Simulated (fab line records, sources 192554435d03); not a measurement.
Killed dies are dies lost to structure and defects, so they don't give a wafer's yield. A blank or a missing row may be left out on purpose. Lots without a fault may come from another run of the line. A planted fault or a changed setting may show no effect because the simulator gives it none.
Chamber matching | flow n5_finfet | N5_SPACER0_ALD_00 on ald_sin-03: 4 sister chambers
The step deposits SiOCN, target thk 3.5 nm, pulse time 3 s, purge time 2 s. 4 wafers are shown with their chamber, then 8 later ones without.

WAFERS WITH THEIR CHAMBER
wafer  | chamber | heater_power_w (W)
L076.1 | 0       | 1038
L083.1 | 1       | 845
L088.5 | 3       | 863
L089.2 | 2       | 761

WAFERS WITHOUT THEIR CHAMBER
wafer  | heater_power_w (W)
L089.3 | 863
L089.5 | 854
L092.1 | 832
L092.2 | 1050
L092.5 | 843
L097.1 | 883
L097.3 | 1026
L097.6 | 859

WHICH CHAMBER EACH WENT THROUGH
wafer  | from the rows above     | in truth
L089.3 | can't be placed: 3 or 1 | 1
L089.5 | can't be placed: 1 or 3 | 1
L092.1 | can't be placed: 1 or 3 | 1
L092.2 | 0                       | 0
L092.5 | can't be placed: 1 or 3 | 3
L097.1 | can't be placed: 3 or 1 | 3
L097.3 | 0                       | 0
L097.6 | can't be placed: 3 or 1 | 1
Placed correctly: 2 of 8. Can't be placed from these rows: 6 (the true chamber is among the candidates in 6). Placed wrongly: 0.
How it was worked out, from the rows above alone: a wafer's distance from a chamber is the root of the sum, over the readings, of the square of ((its reading less the chamber's mean) divided by the reading's scatter). The wafer belongs to the nearest chamber; if the next one is less than 2 further off, it can't be placed. A chamber's mean is the mean of its shown wafers. The scatter: with one shown wafer a chamber, the root of the mean of the squares of how far each hidden wafer lies from its nearest shown one.
